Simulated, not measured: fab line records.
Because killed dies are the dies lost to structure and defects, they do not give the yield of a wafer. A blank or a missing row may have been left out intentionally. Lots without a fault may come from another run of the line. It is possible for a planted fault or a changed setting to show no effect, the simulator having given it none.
Matching of chambers / flow nandHarc / NHARC_A_STAIRCASE_ALD_420 on aldHk-02: 4 sister chambers
The step deposits SiO2, target thk 20 nm, pulse time 6 s, ald cycles 200. 4 wafers are shown with their chamber, then 12 later ones without.

WAFERS, EACH WITH ITS CHAMBER
wafer=L086.4; chamber=1; heaterPowerW (W)=497
wafer=L087.2; chamber=0; heaterPowerW (W)=541
wafer=L087.5; chamber=2; heaterPowerW (W)=494
wafer=L087.6; chamber=3; heaterPowerW (W)=466

WAFERS WITHOUT THEIR CHAMBER
wafer=L089.1; heaterPowerW (W)=502
wafer=L089.3; heaterPowerW (W)=516
wafer=L089.6; heaterPowerW (W)=518
wafer=L090.3; heaterPowerW (W)=496
wafer=L090.4; heaterPowerW (W)=488
wafer=L090.5; heaterPowerW (W)=533
wafer=L092.1; heaterPowerW (W)=449
wafer=L092.3; heaterPowerW (W)=483
wafer=L092.6; heaterPowerW (W)=503
wafer=L093.3; heaterPowerW (W)=501
wafer=L093.4; heaterPowerW (W)=504
wafer=L093.5; heaterPowerW (W)=488

EACH ONE'S CHAMBER
wafer=L089.1; from the rows above=can't be placed: 1 or 2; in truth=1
wafer=L089.3; from the rows above=can't be placed: 1 or 2 or 0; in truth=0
wafer=L089.6; from the rows above=can't be placed: 1 or 0 or 2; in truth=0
wafer=L090.3; from the rows above=can't be placed: 1 or 2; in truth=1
wafer=L090.4; from the rows above=can't be placed: 2 or 1 or 3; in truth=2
wafer=L090.5; from the rows above=0; in truth=0
wafer=L092.1; from the rows above=3; in truth=3
wafer=L092.3; from the rows above=can't be placed: 2 or 1 or 3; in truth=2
wafer=L092.6; from the rows above=can't be placed: 1 or 2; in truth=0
wafer=L093.3; from the rows above=can't be placed: 1 or 2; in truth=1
wafer=L093.4; from the rows above=can't be placed: 1 or 2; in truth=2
wafer=L093.5; from the rows above=can't be placed: 2 or 1 or 3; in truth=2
Correct placement for 2 of the 12. Unplaceable from these rows: 10, with the true chamber sitting among the candidates in 9. Number placed wrongly: 0.
How it was worked out, from the rows above alone: a wafer's distance from a chamber is the root of the sum, over the readings, of the square of ((its reading less the chamber's mean) divided by the reading's scatter). If the next closest chamber is less than 2 further off than the closest, the wafer can't be placed; otherwise it belongs to the closest. For every chamber, the mean is computed from those of its wafers that are shown. The scatter: with one shown wafer a chamber, the root of the mean of the squares of how far each hidden wafer lies from its nearest shown one.
